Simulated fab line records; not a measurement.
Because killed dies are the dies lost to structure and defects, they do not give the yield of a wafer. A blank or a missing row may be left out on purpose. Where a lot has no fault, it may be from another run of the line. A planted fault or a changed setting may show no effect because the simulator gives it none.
Chamber matching + flow n5_finfet + 4 sister chambers for N5_BEOL_M4_CMP_52 on cmp-04
The step polishes, stops on SiOC, t overpolish 6.8 s, target thk 40 nm. 4 wafers are shown with their chamber, then 7 later ones without.

== WAFERS WITH THEIR CHAMBER ==
| wafer  | chamber | motor_current_A (A) |
|--------|---------|---------------------|
| L220.6 | 0       | 5.5                 |
| L221.3 | 1       | 5.9                 |
| L222.2 | 3       | 6.8                 |
| L222.3 | 2       | 6.3                 |

== WAFERS WHOSE CHAMBER IS MISSING ==
| wafer  | motor_current_A (A) |
|--------|---------------------|
| L222.5 | 6.0                 |
| L226.1 | 6.1                 |
| L226.2 | 5.6                 |
| L226.5 | 6.9                 |
| L225.1 | 6.2                 |
| L225.2 | 6.2                 |
| L225.6 | 6.0                 |

== CHAMBER TAKEN BY EACH ==
| wafer  | from the rows above     | in truth |
|--------|-------------------------|----------|
| L222.5 | can't be placed: 1 or 2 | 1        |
| L226.1 | can't be placed: 1 or 2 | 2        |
| L226.2 | can't be placed: 0 or 1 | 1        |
| L226.5 | 3                       | 3        |
| L225.1 | can't be placed: 2 or 1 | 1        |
| L225.2 | can't be placed: 2 or 1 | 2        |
| L225.6 | can't be placed: 1 or 2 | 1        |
1 of 7 placed correctly. Not placeable from these rows: 6 (in 6, the candidates include the true chamber). 0 placed wrongly.
How it was worked out, from the rows above alone: a wafer's distance from a chamber is the root of the sum, over the readings, of the square of ((its reading less the chamber's mean) divided by the reading's scatter). If the next closest chamber is less than 2 further off than the closest, the wafer can't be placed; otherwise it belongs to the closest. For every chamber, the mean is computed from those of its wafers that are shown. The scatter: with one shown wafer a chamber, the root of the mean of the squares of how far each hidden wafer lies from its nearest shown one.
